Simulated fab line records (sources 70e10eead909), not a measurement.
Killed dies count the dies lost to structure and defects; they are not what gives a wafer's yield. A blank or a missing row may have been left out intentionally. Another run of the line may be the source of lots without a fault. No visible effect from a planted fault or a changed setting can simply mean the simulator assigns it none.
Chamber matching | flow nand harc | NHARC_P_STI_ETCH_15 on rie si-01: 4 sister chambers
The step etches the open film in HBr/Cl2, target depth 300 nm, time 100.1 s. 16 wafers are shown with their chamber, then 8 later ones without.

## WAFERS WITH THEIR CHAMBER
wafer  | chamber | drypump motor current A (A) | he backside leak sccm (sccm) | oes product au (a.u.)
L074.3 | 1       | 5.1                         | 2.92                         | 0.986
L074.4 | 0       | 5.6                         | 2.68                         | 1.006
L074.5 | 0       | 5.6                         | 2.51                         | 0.996
L077.2 | 2       | 4.8                         | 2.54                         | 0.999
L077.4 | 0       | 5.6                         | 2.60                         | 1.012
L077.6 | 1       | 5.1                         | 2.74                         | 0.979
L080.1 | 2       | 4.8                         | 2.67                         | 1.022
L080.2 | 1       | 5.1                         | 2.79                         | 0.998
L080.4 | 0       | 5.6                         | 2.57                         | 1.011
L082.1 | 1       | 5.1                         | 2.76                         | 0.993
L082.5 | 0       | 5.7                         | 2.61                         | 0.997
L082.6 | 3       | 5.9                         | 2.80                         | 0.998
L084.1 | 3       | 5.9                         | 2.94                         | 0.997
L084.3 | 0       | 5.7                         | 2.59                         | 1.004
L084.5 | 2       | 4.8                         | 2.64                         | 1.003
L086.1 | 2       | 4.9                         | 2.60                         | 1.005

SIGNATURES (means of the wafers above)
reading                 | chamber 0 | chamber 1 | chamber 2 | chamber 3 | scatter within a chamber
drypump motor current A | 5.633     | 5.100     | 4.825     | 5.900     | 0.0417
he backside leak sccm   | 2.5933    | 2.8025    | 2.6125    | 2.8700    | 0.0673
oes product au          | 1.00433   | 0.98900   | 1.00725   | 0.99750   | 0.00788
Rule: a wafer lies at a distance from a chamber equal to the root of the sum of squares, over the readings, of (its reading less the chamber's mean, divided by the reading's scatter). If the next closest chamber is less than 2 further off than the closest, the wafer can't be placed; otherwise it belongs to the closest. How the scatter is found: for the shown wafers, subtract from each reading the mean of its chamber, square and add these, divide the total by (wafers less chambers), then take the root.

## WAFERS WITH NO CHAMBER GIVEN
wafer  | drypump motor current A (A) | he backside leak sccm (sccm) | oes product au (a.u.)
L086.5 | 5.1                         | 2.72                         | 0.982
L086.6 | 4.9                         | 2.65                         | 1.005
L091.1 | 5.6                         | 2.54                         | 1.009
L091.2 | 5.1                         | 2.74                         | 0.997
L091.3 | 4.8                         | 2.50                         | 0.987
L095.3 | 4.8                         | 2.57                         | 0.985
L095.4 | 5.6                         | 2.57                         | 0.994
L095.6 | 4.8                         | 2.61                         | 0.983

## WHICH CHAMBER EACH WENT THROUGH
wafer  | from the rows above | in truth
L086.5 | 1                   | 1
L086.6 | 2                   | 2
L091.1 | 0                   | 0
L091.2 | 1                   | 1
L091.3 | 2                   | 2
L095.3 | 2                   | 2
L095.4 | 0                   | 0
L095.6 | 2                   | 2
Correctly placed: 8 of 8. Number that these rows cannot place: 0. Number placed wrongly: 0.
